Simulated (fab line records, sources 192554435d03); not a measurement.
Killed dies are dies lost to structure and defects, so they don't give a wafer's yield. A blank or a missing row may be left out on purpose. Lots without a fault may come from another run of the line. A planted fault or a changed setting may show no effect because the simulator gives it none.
Which tool did it? | flow n5_finfet | 11 lots, 28 wafers sampled, at 1 step of a route of 1938

WHAT THE GAUGES READ, wafer by wafer
N5_HKMG_FIN_CD_MEAS_12: target cd 92.8 nm. Usual: cd_nm 93.1 nm, standard deviation 0.81.
lot  | measured    | on        | cd_nm (nm)     | flag
L443 | day 4 07:35 | cd_sem-02 | 93.3 93.1 92.5 |
L446 | day 5 03:59 | cd_sem-01 | 92.3 93.9 93.2 |
L447 | day 5 07:17 | cd_sem-02 | 92.3 91.9      |
L449 | day 5 21:15 | cd_sem-03 | 94.1 94.1 93.5 |
L452 | day 6 18:21 | cd_sem-02 | 91.5 92.7 92.3 |
L453 | day 6 20:30 | cd_sem-02 | 93.2 92.3      |
L456 | day 7 13:28 | cd_sem-01 | 92.9 93.1 92.9 |
L457 | day 7 20:46 | cd_sem-02 | 93.0 93.0      |
L459 | day 8 09:46 | cd_sem-01 | 92.9 94.0      |
L460 | day 8 16:20 | cd_sem-01 | 94.3 93.9      |
L464 | day 9 17:22 | cd_sem-01 | 93.3 92.9 92.1 |

WHICH TOOL RAN EACH LOT (tool, then ch and the chambers of the sampled wafers, then the start)
The record holds no process step before these readings.

WHAT THE TOOLS THEMSELVES READ (means of the sampled wafers that have a number; where no wafer has one, the mark that the record gives instead)
The record holds no such reading with a usual standard deviation.

THE ANSWER, worked out from the rows above alone
Rule: a lot is off if the mean of its wafers that have a number lies more than 3 standard deviations from the usual mean. A lot without any number at a reading at which 4 lots or more have one is off too. The other lots that the step has rows for count as sound. The gauges are gone through in route order, then the tools' own readings, and for those a lot's mean is taken as printed above. The first step at which some lot is off is used, and at that step the reading that is off furthest; a lot without a number counts as furthest.
No lot is off at any reading shown: from this, nothing can be told.

WHAT THE SIMULATOR HAD PUT IN
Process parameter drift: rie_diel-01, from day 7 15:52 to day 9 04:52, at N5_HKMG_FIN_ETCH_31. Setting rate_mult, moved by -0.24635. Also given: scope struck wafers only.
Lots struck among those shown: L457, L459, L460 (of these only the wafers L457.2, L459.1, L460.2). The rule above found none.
